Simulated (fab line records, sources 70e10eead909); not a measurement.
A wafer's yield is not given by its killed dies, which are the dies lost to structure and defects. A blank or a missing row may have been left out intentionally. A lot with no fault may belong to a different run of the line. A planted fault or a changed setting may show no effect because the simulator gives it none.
Problem report, 8D (eight disciplines) form, completed by code | flow nand-harc | the parts of the form that need people (team, actions taken, sign-off) are left out

## 1. THE PROBLEM
On 2 wafers of 1 lot, time-to-endpoint-s at NHARC_A_DECK1_JOINT_CMP_13 has a mean of 20.2 s; fault-free wafers read 8.6 s, standard deviation 2.6. That puts it +4.5 standard deviations away from the usual mean.
The step: polishes, target thk 51.023 nm.
Seen first at day 15 04:19 on cmp-01, wafer L743.1. The record has a number at this step for 15 wafers belonging to 5 lots. The rule behind "out" and "out of limits": a value lying over 4 standard deviations away from the usual mean. All remaining wafers that have a number are taken as sound.

## 2. WHAT IT IS, AND WHAT IT ISN'T
question                    | is                 | is not
which readings at this step | time-to-endpoint-s | edge-zone-pressure-frac, motor-current-A
which lots                  | L743               | L734, L735, L753, L755
which wafers of those lots  | L743.1, L743.6     | L743.3
read on which tools         | cmp-01             | cmp-03, cmp-04
when                        | from day 15 04:19  | up to then (7 sound wafers); but 6 sound wafers of L753, L755 came after

## 3. SUSPECTS, AND WHAT RULES EACH OUT
Counting: if a tool at a process step up to the reading ran every lot that is out, it stays a suspect. Sound lots after the first of them don't rule it out here, since some wafers of a struck lot are sound.
- rie-si-04 at NHARC_A_DECK1_JOINT_ETCHBACK_07 (etches the open film in HBr, target depth 105 nm, time 26.9 s): kept. L743, the lot that is out, went through it at day 14 18:10; up to then, the latest sound lot through it was L735 at day 11 00:01.
- cmp-01 at NHARC_A_DECK1_JOINT_CMP_13 (polishes, target thk 51.023 nm): kept. L743, the lot that is out, went through it at day 15 04:19; up to then, the latest sound lot through it was L734 at day 11 14:02. Its own readings are out on those wafers: time-to-endpoint-s.
- Within cmp-01 at NHARC_A_DECK1_JOINT_CMP_13, the wafers that are out were processed in chamber 2 and their sound lot-mates in chamber 0.
Remaining after the count are rie-si-04 at NHARC_A_DECK1_JOINT_ETCHBACK_07 and cmp-01 at NHARC_A_DECK1_JOINT_CMP_13.

## 4. THE CAUSE (what the simulator had put in)
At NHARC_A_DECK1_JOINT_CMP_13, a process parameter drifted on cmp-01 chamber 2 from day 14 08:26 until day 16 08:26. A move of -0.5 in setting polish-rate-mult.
2 suspects survive the count, and this tool is in that group.

## 5. THE EFFECT CHAIN, in route order
One row per reading whose mean, taken over the struck wafers that have a number, lies over 3 standard deviations from the usual. Readings are gone through only where the record gives a usual standard deviation; hours: the median, over the lots, of the time from a lot's start at the first step in this table giving one to that lot's start at this step; sigmas: the change measured in usual standard deviations.
hours | step                       | reading            | usual | on struck wafers | change | sigmas
0     | NHARC_A_DECK1_JOINT_CMP_13 | time-to-endpoint-s | 8.6 s | 20.2             | +11.7  | +4.5
It contains these process steps:
- NHARC_A_DECK1_JOINT_CMP_13: polishes, target thk 51.023 nm.
Later measuring or inspecting steps at which every struck wafer that the step has a row for has a number for every such reading, and none has moved that far: NHARC_A_DECK1_JOINT_THK_MEAS_14, NHARC_END_SORT_01.

## 6. WHAT WOULD HAVE CAUGHT IT SOONER
In this record the first reading out of limits was taken at day 15 04:19, 20 hours after the fault began at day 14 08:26.
